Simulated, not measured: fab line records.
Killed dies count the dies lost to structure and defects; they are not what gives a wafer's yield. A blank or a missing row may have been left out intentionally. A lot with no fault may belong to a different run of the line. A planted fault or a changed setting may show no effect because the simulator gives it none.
fab line records	flow n5Finfet
record lots=14	wafers=36	lastDay=16
route steps=1938 shown BEOL_M2@925 BEOL_M3@934 BEOL_M4@1111
lots with no fault: from the same line, run without faults
startH: hours from the record's first day to the start of the lot's first wafer shown	waitH: time in hours since the lot's previous step	" as in the row above	L1.1+2: a single row standing in for several wafers	- either no value or no given start	* or withheld: withheld	< > ~ a bound
route shown NAME@n: names a module that has steps shown in the file, with the first one's number in the route	usual: average and standard deviation across the fault-free wafers	same: alike in all rows	chamber/n: place in a boat	sites: the reading at each site	_std_site: standard deviation across them	_edge_site: inner sites' mean taken away from outer sites' mean	radiusMm: how far each site lies from the wafer's centre	mask NAME#n: copy n	behind: the tool/chamber that last shaped the wafer	hold: reason for holding the lot/hours on hold/outcome of the hold	device: transistor that didn't switch, given as n, p or np	end of line: the tests these same wafers got at the end of their route	a step without rows: its recipe alone	killed: count of dies lost to structure and defects at first sort (not the wafer's yield)	map: dies across one wafer; x = killed, . = not, _ = none there
set.NAME: the setting the step ran with; set.NAME@STEP: the setting that earlier step ran with	model.NAME: the simulator's own value behind a step, which no gauge read
a sample of lots followed through the steps of the route, with each step as a table and each wafer as a row
services: the hour from which a tool's chamber was out of use, counted from the record's first day as startH (under 0 if before that day), plus the number of hours and why
## steps
# step N5_BEOL_M2_PRE_CLEAN_60
# recipe gas=NH3/H2	timeS=15	tempC=*	rfPowerW=300
# usual heaterPowerW=88/17
# same timeS=15
lot.wafer	tool	chamber	startH	waitH	heaterPowerW
L473.1	cvdCo-01	2	138.09	0.0	86
L473.3	"	0	"	"	66
L473.5	"	0	"	"	63
L474.2	cvdCo-01	2	146.60	0.0	85
L474.6	"	1	"	"	108
L475.2	cvdCo-02	0	155.86	0.0	75
L475.4	"	2	"	"	95
L476.2	cvdCo-02	2	158.10	0.2	97
L476.3	"	0	"	"	77
L477.1	cvdCo-01	1	161.13	0.0	109
L477.4	"	0	"	"	63
L477.6	"	1	"	"	108
L478.1	cvdCo-01	1	165.34	0.0	109
L478.2	"	2	"	"	85
L478.3	"	0	"	"	63
L479.1	cvdCo-02	0	180.32	0.0	73
L479.5	"	1	"	"	98
L479.6	"	2	"	"	92
L480.1	cvdCo-02	0	186.72	0.0	75
L480.5	"	0	"	"	74
L481.1	cvdCo-01	0	192.92	0.0	64
L481.3	"	1	"	"	113
L485.1	cvdCo-01	1	220.48	0.0	115
L485.5	"	0	"	"	65
L486.1	cvdCo-01	0	224.31	0.0	65
L486.2	"	2	"	"	86
L486.3	"	1	"	"	109
L494.1	cvdCo-01	0	274.14	0.3	64
L494.3	"	2	"	"	88
L494.6	"	1	"	"	112
L495.2	cvdCo-01	0	279.24	0.0	65
L495.3	"	2	"	"	85
L495.6	"	0	"	"	66
L496.1	cvdCo-01	1	286.89	0.0	110
L496.3	"	2	"	"	86
L496.6	"	0	"	"	65
# step N5_BEOL_M3_HM_DEP_02
# recipe material=TiN	targetThkA=200	tempC=25	chamberPressurePa=0.49996
# usual throttleValvePct=29.9/0.7
lot.wafer	tool	chamber	startH	waitH	throttleValvePct
L473.1	pvdSputter-03	-	139.17	0.7	29.1
L473.3	"	-	"	"	30.1
L473.5	"	-	"	"	29.1
L474.2	pvdSputter-01	-	147.82	0.8	30.1
L474.6	"	-	"	"	29.2
L475.2	pvdSputter-01	-	156.95	0.6	29.3
L475.4	"	-	"	"	29.2
L476.2	pvdSputter-02	-	160.04	1.4	29.7
L476.3	"	-	"	"	28.6
L477.1	pvdSputter-03	-	163.64	2.1	29.9
L477.4	"	-	"	"	29.8
L477.6	"	-	"	"	31.0
L478.1	pvdSputter-02	-	166.47	0.5	29.3
L478.2	"	-	"	"	29.7
L478.3	"	-	"	"	28.4
L479.1	pvdSputter-03	-	182.73	2.0	29.2
L479.5	"	-	"	"	28.9
L479.6	"	-	"	"	30.8
L480.1	pvdSputter-01	-	188.99	1.9	30.3
L480.5	"	-	"	"	29.2
L481.1	pvdSputter-03	-	194.01	0.7	30.8
L481.3	"	-	"	"	30.0
L485.1	pvdSputter-01	-	221.63	0.7	30.4
L485.5	"	-	"	"	30.3
L486.1	pvdSputter-02	-	225.44	0.7	31.0
L486.2	"	-	"	"	29.6
L486.3	"	-	"	"	28.4
L494.1	pvdSputter-02	-	274.66	0.1	29.7
L494.3	"	-	"	"	28.5
L494.6	"	-	"	"	28.4
L495.2	pvdSputter-02	-	280.20	0.5	31.2
L495.3	"	-	"	"	29.5
L495.6	"	-	"	"	29.7
L496.1	pvdSputter-01	-	287.76	0.5	29.3
L496.3	"	-	"	"	29.6
L496.6	"	-	"	"	30.4
# step N5_BEOL_M3_HM_OPEN_17
# recipe chemistry=Cl2/BCl3	targetDepthA=200	overetchA=60	target=TiN	maskMaterial=SOC	ionEnergyEv=150	pressureMtorr=10	icpW=1000	biasW=126	Cl2_flow_sccm=53.25	bcl3FlowSccm=21.75	Ar_flow_sccm=25
# usual bcl3FlowSccm=21.76/0.058	biasW=126.0/0.4	drypumpMotorCurrentA=5.8/0.56	oesProductAu=0.66/0.081	throttleValvePct=21.93/0.25
lot.wafer	tool	chamber	startH	waitH	bcl3FlowSccm	biasW	drypumpMotorCurrentA	oesProductAu	rfHoursCounterH	throttleValvePct
L473.1	rieMetal-02	1	140.06	0.0	21.77	126.4	5.5	0.75	5	21.71
L473.3	"	1	"	"	21.72	126.5	5.5	0.76	-	21.68
L473.5	"	0	"	"	21.80	126.3	6.6	0.53	-	22.00
L474.2	rieMetal-01	0	148.61	0.0	21.72	125.4	5.2	0.68	37	22.31
L474.6	"	0	"	"	21.78	125.9	5.2	0.70	-	22.32
L475.2	rieMetal-03	1	157.84	0.0	21.79	125.7	4.8	0.78	5	22.21
L475.4	"	1	"	"	21.89	126.2	4.9	0.78	-	22.22
L476.2	rieMetal-01	0	161.16	0.0	21.78	125.9	5.2	0.68	38	22.31
L476.3	"	1	"	"	21.74	125.9	6.2	0.63	-	21.74
L477.1	rieMetal-02	1	164.52	0.0	21.84	125.6	5.5	0.75	7	21.69
L477.4	"	1	"	"	21.72	125.1	5.5	0.75	-	21.68
L477.6	"	1	"	"	21.78	125.4	5.5	0.75	-	21.69
L478.1	rieMetal-02	0	167.35	0.0	21.80	126.1	6.6	0.53	126	22.00
L478.2	"	1	"	"	21.72	126.4	5.5	0.76	7	21.68
L478.3	"	0	"	"	21.66	126.1	6.6	0.53	-	22.02
L479.1	rieMetal-02	0	183.54	0.0	21.69	125.9	6.6	0.52	128	22.01
L479.5	"	0	"	"	21.70	126.5	6.6	0.52	-	22.00
L479.6	"	1	"	"	21.79	126.5	5.5	0.75	-	21.70
L480.1	rieMetal-03	1	189.75	0.0	21.66	125.9	4.9	0.75	7	22.24
L480.5	"	0	"	"	21.70	125.8	5.8	0.58	-	22.03
L481.1	rieMetal-02	0	194.79	0.0	21.70	126.3	6.6	0.52	128	22.00
L481.3	"	1	"	"	21.68	125.8	5.5	0.74	-	21.69
L485.1	rieMetal-01	0	222.51	0.0	21.67	125.7	5.2	0.67	44	22.35
L485.5	"	1	"	"	21.76	126.6	6.2	0.62	-	21.77
L486.1	rieMetal-02	1	226.19	0.0	21.73	125.9	5.5	0.72	14	21.70
L486.2	"	1	"	"	21.76	126.1	5.5	0.72	-	21.72
L486.3	"	1	"	"	21.76	125.6	5.5	0.71	-	21.71
L494.1	rieMetal-02	0	275.42	0.0	21.83	126.3	6.6	0.78	5	21.69
L494.3	"	0	"	"	21.80	125.7	6.6	0.79	-	21.69
L494.6	"	0	"	"	21.78	125.7	6.6	0.78	-	21.71
L495.2	rieMetal-02	1	281.13	0.0	-	-	-	-	-	-
L495.3	"	0	"	"	-	-	-	-	-	-
L495.6	"	0	"	"	-	-	-	-	-	-
L496.1	rieMetal-02	1	288.51	0.0	-	-	-	-	-	-
L496.3	"	0	"	"	-	-	-	-	-	-
L496.6	"	0	"	"	-	-	-	-	-	-
# step N5_BEOL_M3_CD_MEAS_18
# recipe pitchNm=36	targetCdNm=18
# usual cdNm=18.1/0.43
lot.wafer	tool	chamber	startH	waitH	cdNm
L473.1	cdSem-02	-	140.50	0.0	18.4
L473.3	"	-	"	"	19.0
L473.5	"	-	"	"	18.4
L474.2	cdSem-01	-	148.80	0.1	18.8
L474.6	"	-	"	"	17.5
L475.2	cdSem-02	-	158.06	0.1	18.2
L475.4	"	-	"	"	18.0
L476.2	cdSem-01	-	161.37	0.1	18.5
L476.3	"	-	"	"	18.6
L477.1	cdSem-01	-	164.78	0.0	17.8
L477.4	"	-	"	"	18.2
L477.6	"	-	"	"	18.6
L478.1	cdSem-02	-	167.53	0.0	17.3
L478.2	"	-	"	"	17.7
L478.3	"	-	"	"	18.6
L479.1	cdSem-01	-	183.72	0.0	18.0
L479.5	"	-	"	"	18.0
L479.6	"	-	"	"	17.6
L480.1	cdSem-02	-	189.93	0.0	18.3
L480.5	"	-	"	"	18.3
L481.1	cdSem-02	-	194.97	0.0	18.5
L481.3	"	-	"	"	17.4
L485.1	cdSem-03	-	222.70	0.1	17.9
L485.5	"	-	"	"	17.8
L486.1	cdSem-02	-	226.47	0.0	18.4
L486.2	"	-	"	"	18.3
L486.3	"	-	"	"	17.5
L494.1	cdSem-01	-	275.60	0.0	17.6
L494.3	"	-	"	"	18.1
L494.6	"	-	"	"	17.4
L495.2	cdSem-01	-	281.31	0.1	-
L495.3	"	-	"	"	-
L495.6	"	-	"	"	-
L496.1	cdSem-03	-	288.70	0.0	-
L496.3	"	-	"	"	-
L496.6	"	-	"	"	-
# step N5_BEOL_M3_INSPECT_30
# recipe mode=adi	inspectInstrument=brightfield
# usual rawDefectCount=387/98
lot.wafer	tool	chamber	startH	waitH	rawDefectCount
L473.1	defectInspect-01	-	141.04	0.1	421
L473.3	"	-	"	"	363
L473.5	"	-	"	"	380
L474.2	defectInspect-01	-	149.33	0.0	363
L474.6	"	-	"	"	376
L475.2	defectInspect-01	-	158.65	0.0	335
L475.4	"	-	"	"	327
L476.2	defectInspect-02	-	161.91	0.0	470
L476.3	"	-	"	"	414
L477.1	defectInspect-01	-	165.19	0.1	351
L477.4	"	-	"	"	340
L477.6	"	-	"	"	316
L478.1	defectInspect-02	-	168.06	0.1	254
L478.2	"	-	"	"	362
L478.3	"	-	"	"	364
L479.1	defectInspect-02	-	184.26	0.1	219
L479.5	"	-	"	"	360
L479.6	"	-	"	"	293
L480.1	defectInspect-01	-	190.34	0.1	266
L480.5	"	-	"	"	312
L481.1	defectInspect-02	-	195.50	0.1	441
L481.3	"	-	"	"	512
L485.1	defectInspect-01	-	223.11	0.1	579
L485.5	"	-	"	"	521
L486.1	defectInspect-01	-	227.00	0.1	291
L486.2	"	-	"	"	307
L486.3	"	-	"	"	305
L494.1	defectInspect-02	-	276.13	0.1	316
L494.3	"	-	"	"	334
L494.6	"	-	"	"	470
# step N5_BEOL_M4_RC_MEAS_101
# usual DIBL_N=37.5/2	DIBL_P=37.5/2.5	IOFF_N=0.18/0.042	IOFF_P=0.24/0.046	ION_N=677/15	ION_P=464/9.5	SS_N=72.0/0.76	SS_P=73.6/0.79	VT_N=249/3.5	VT_P=-249/3.2
lot.wafer	tool	chamber	startH	waitH	DIBL_N[mV/V]	DIBL_P[mV/V]	IOFF_N[nA/um]	IOFF_P[nA/um]	ION_N[uA/um]	ION_P[uA/um]	SS_N[mV/dec]	SS_P[mV/dec]	VT_N[mV]	VT_P[mV]
L473.1	prober-01	0	161.35	0.0	40.3	39.7	0.25	0.27	677	458	73.5	73.8	245	-249
L473.3	"	0	"	"	36.7	36.9	0.16	0.23	686	473	71.2	72.4	248	-248
L473.5	"	0	"	"	37.4	37.3	0.16	0.23	690	473	72.0	73.4	250	-247
L474.2	prober-02	0	170.18	0.2	37.0	38.6	0.17	0.23	691	466	72.8	74.1	247	-251
L474.6	"	0	"	"	38.1	39.7	0.18	0.26	667	458	72.8	74.7	251	-249
L475.2	prober-01	0	173.71	0.2	34.7	34.3	0.14	0.18	698	476	71.2	72.8	254	-251
L475.4	"	0	"	"	38.8	37.2	0.21	0.21	670	459	73.5	73.6	247	-253
L476.2	prober-01	0	181.31	0.2	36.9	37.5	0.16	0.20	657	451	72.8	73.8	251	-256
L476.3	"	0	"	"	37.5	39.2	0.18	0.23	670	455	72.1	74.4	249	-250
L477.1	prober-02	0	182.55	0.0	36.5	34.2	0.13	0.21	670	468	71.2	73.3	254	-247
L477.4	"	0	"	"	37.0	36.7	0.15	0.26	658	464	71.2	73.5	250	-248
L477.6	"	0	"	"	39.3	37.7	0.18	0.26	680	470	72.3	73.6	247	-245
L478.1	prober-01	0	195.03	0.0	34.2	34.4	0.15	0.18	682	471	72.3	73.2	253	-254
L478.2	"	0	"	"	36.0	37.9	0.18	0.24	670	457	72.0	73.3	247	-249
L478.3	"	0	"	"	36.8	38.0	0.20	0.23	687	464	72.0	74.3	247	-251
L479.1	prober-02	0	202.69	0.0	37.3	36.9	0.17	0.24	678	469	71.4	74.0	249	-249
L479.5	"	0	"	"	39.1	38.0	0.20	0.26	684	472	72.7	74.2	248	-247
L479.6	"	0	"	"	34.8	35.0	0.13	0.23	650	454	71.0	74.0	250	-248
L480.1	prober-02	0	204.86	0.0	36.8	37.1	0.14	0.24	645	448	70.6	73.9	254	-251
L480.5	"	0	"	"	38.7	38.1	0.19	0.25	679	464	71.8	73.3	247	-249
L481.1	prober-02	0	216.10	0.0	34.7	33.6	0.12	0.16	657	454	70.5	71.5	257	-252
L481.3	"	0	"	"	42.7	45.1	0.30	0.38	694	473	73.4	75.7	243	-241
L485.1	prober-01	0	244.47	0.0	37.6	36.7	0.15	0.21	672	463	70.9	73.2	251	-249
L485.5	"	0	"	"	36.7	34.8	0.16	0.19	681	464	71.4	73.0	250	-248
L486.1	prober-02	0	247.20	0.0	39.4	39.6	0.22	0.23	676	457	72.2	74.0	248	-252
L486.2	"	0	"	"	39.2	39.9	0.21	0.25	680	460	72.6	74.8	247	-249
L486.3	"	0	"	"	34.6	34.0	0.14	0.17	663	448	71.4	72.7	252	-254
L494.1	prober-02	0	294.48	0.0	39.4	38.3	0.23	0.24	708	470	72.3	74.6	244	-249
L494.3	"	0	"	"	37.3	34.9	0.18	0.19	685	465	71.6	72.8	248	-250
L494.6	"	0	"	"	37.4	36.5	0.18	0.20	693	467	72.1	73.8	247	-251
## services
tool	chamber	startH	hours	kind
cvdCo-02	1	114.67	-	clean
cvdCo-02	1	114.67	22.0	scheduledDown
cvdCo-02	1	114.67	22.0	ventCycle
rieMetal-03	-	121.32	1.4	pm
pvdSputter-02	-	121.61	1.8	repair
cvdCo-02	1	145.86	17.7	repair
rieMetal-02	0	212.27	-	clean
rieMetal-02	0	212.27	26.9	scheduledDown
rieMetal-02	0	212.27	26.9	ventCycle
cvdCo-01	0	233.88	3.6	repair
pvdSputter-01	-	252.79	1.5	repair
rieMetal-02	1	253.26	20.9	repair
rieMetal-01	0	255.82	10.7	repair
cvdCo-01	0	258.49	3.1	repair
## key
firstSign step=N5_BEOL_M3_HM_OPEN_17	reading=toolRecord	direction=missing
effect step=N5_BEOL_M3_CD_MEAS_18	reading=cdNm	direction=missing
metAt N5_BEOL_M3_HM_OPEN_17
struckLots L495,L496
laterRowsLeftOut L495.2,L495.3,L495.6,L496.1,L496.3,L496.6
sortLeftOut L495.2,L495.3,L495.6,L496.1,L496.3,L496.6
notActingAt N5_BEOL_M2_PRE_CLEAN_60,N5_BEOL_M3_HM_DEP_02,N5_BEOL_M3_INSPECT_30
onsetBetween 275.42 281.13
fault kind=skippedStepWhole	tool=rieMetal-02	chamber=-	onsetH=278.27	steps=N5_BEOL_M3_HM_OPEN_17	scope=struckLotsOnly
# sortLeftOut: the simulated sort isn't trusted on such a fault, so these wafers' sort isn't shown, and their yield isn't known
# laterRowsLeftOut: the simulator's readings of these wafers behind a module that went badly wrong aren't trusted and aren't shown, but for the sort
